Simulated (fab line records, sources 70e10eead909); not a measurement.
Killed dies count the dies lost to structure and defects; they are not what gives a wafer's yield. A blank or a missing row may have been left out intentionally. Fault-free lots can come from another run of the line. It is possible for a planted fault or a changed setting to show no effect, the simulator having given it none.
The tool behind it: which one? / flow nandHarc / 21 wafers from 7 lots sampled at 4 of the route's 1302 steps

## WHAT THE GAUGES SHOWED, per wafer
NHARC_A_SGD_CUT_OVL_MEAS_10.
lot=L607; measured=day 20 14:49; on=overlay-02; overlayXNm (nm)=0.9 0.4 0.7
lot=L611; measured=day 20 20:16; on=overlay-02; overlayXNm (nm)=0.4 1.0 0.9
lot=L612; measured=day 21 15:10; on=overlay-02; overlayXNm (nm)=0.0 -0.5 0.0
lot=L615; measured=day 23 11:10; on=overlay-01; overlayXNm (nm)=-0.9 -0.7 -0.4
lot=L626; measured=day 27 10:34; on=overlay-01; overlayXNm (nm)=0.2 0.1 -0.2
lot=L628; measured=day 28 18:56; on=overlay-02; overlayXNm (nm)=0.3 1.0 0.8

## WHICH TOOL RAN EACH LOT (tool, then ch and the chambers of the sampled wafers, then the start)
lot=L607; NHARC_A_STAIRCASE_ETCH_444=rieDiel-04 ch 1,2,3, day 20 07:28; NHARC_A_STAIRCASE_ETCHBACK_422=rieDiel-01 ch 0,2,3, day 20 12:17; NHARC_A_STAIRCASE_CMP_472=cmp-03 ch 1,2,3, day 20 13:37
lot=L611; NHARC_A_STAIRCASE_ETCH_444=rieDiel-08 ch 0,2,3, day 20 13:26; NHARC_A_STAIRCASE_ETCHBACK_422=rieDiel-01 ch 0,1,2, day 20 18:16; NHARC_A_STAIRCASE_CMP_472=cmp-03 ch 0,3, day 20 19:11
lot=L612; NHARC_A_STAIRCASE_ETCH_444=rieDiel-08 ch 0,1, day 21 07:47; NHARC_A_STAIRCASE_ETCHBACK_422=rieDiel-08 ch 0,1, day 21 13:02; NHARC_A_STAIRCASE_CMP_472=cmp-01 ch 0,1, day 21 13:58
lot=L615; NHARC_A_STAIRCASE_ETCH_444=rieDiel-01 ch 0,3, day 23 03:44; NHARC_A_STAIRCASE_ETCHBACK_422=rieDiel-01 ch 0,1,3, day 23 09:10; NHARC_A_STAIRCASE_CMP_472=cmp-02 ch 0,1, day 23 10:05
lot=L623; NHARC_A_STAIRCASE_ETCH_444=rieDiel-01 ch 0,2, day 26 20:40; NHARC_A_STAIRCASE_ETCHBACK_422=rieDiel-04 ch 1,2, day 27 04:13; NHARC_A_STAIRCASE_CMP_472=cmp-01 ch 0,1,2, day 27 05:11
lot=L626; NHARC_A_STAIRCASE_ETCH_444=rieDiel-08 ch 0,2,3, day 27 03:35; NHARC_A_STAIRCASE_ETCHBACK_422=rieDiel-04 ch 0,1,3, day 27 08:27; NHARC_A_STAIRCASE_CMP_472=cmp-03 ch 0,2,3, day 27 09:24
lot=L628; NHARC_A_STAIRCASE_ETCH_444=rieDiel-04 ch 1,2,3, day 28 10:26; NHARC_A_STAIRCASE_ETCHBACK_422=rieDiel-08 ch 0,1,2, day 28 16:41; NHARC_A_STAIRCASE_CMP_472=cmp-02 ch 0,1,3, day 28 17:44
- NHARC_A_STAIRCASE_ETCH_444: etches the open film in C4F8/O2, target depth 20400 nm, time 6800 s.
- NHARC_A_STAIRCASE_ETCHBACK_422: etches the open film in CH3F/O2, target depth 40 nm, time 74.286 s.
- NHARC_A_STAIRCASE_CMP_472: polishes SiO2.

## THE ANSWER, worked out from the rows above alone
Rule: the lots themselves supply what counts as usual. The widest of any qualifying gaps counts: lots, ordered by their means at a reading, are off when they make up no more than a third of the lots, leave a main group of 4 or more, and stand apart from it by 3 or more times the standard deviation of that group's means. If all means in a main group match to the digits the tables above print for the reading, that group is not used. Also off: a lot with no number at a reading for which 4 or more lots have one. Where the step has rows for the other lots, those lots are counted as sound.
No lot is off on any of the readings shown, so nothing can be concluded from this.

## WHAT THE SIMULATOR PUT IN
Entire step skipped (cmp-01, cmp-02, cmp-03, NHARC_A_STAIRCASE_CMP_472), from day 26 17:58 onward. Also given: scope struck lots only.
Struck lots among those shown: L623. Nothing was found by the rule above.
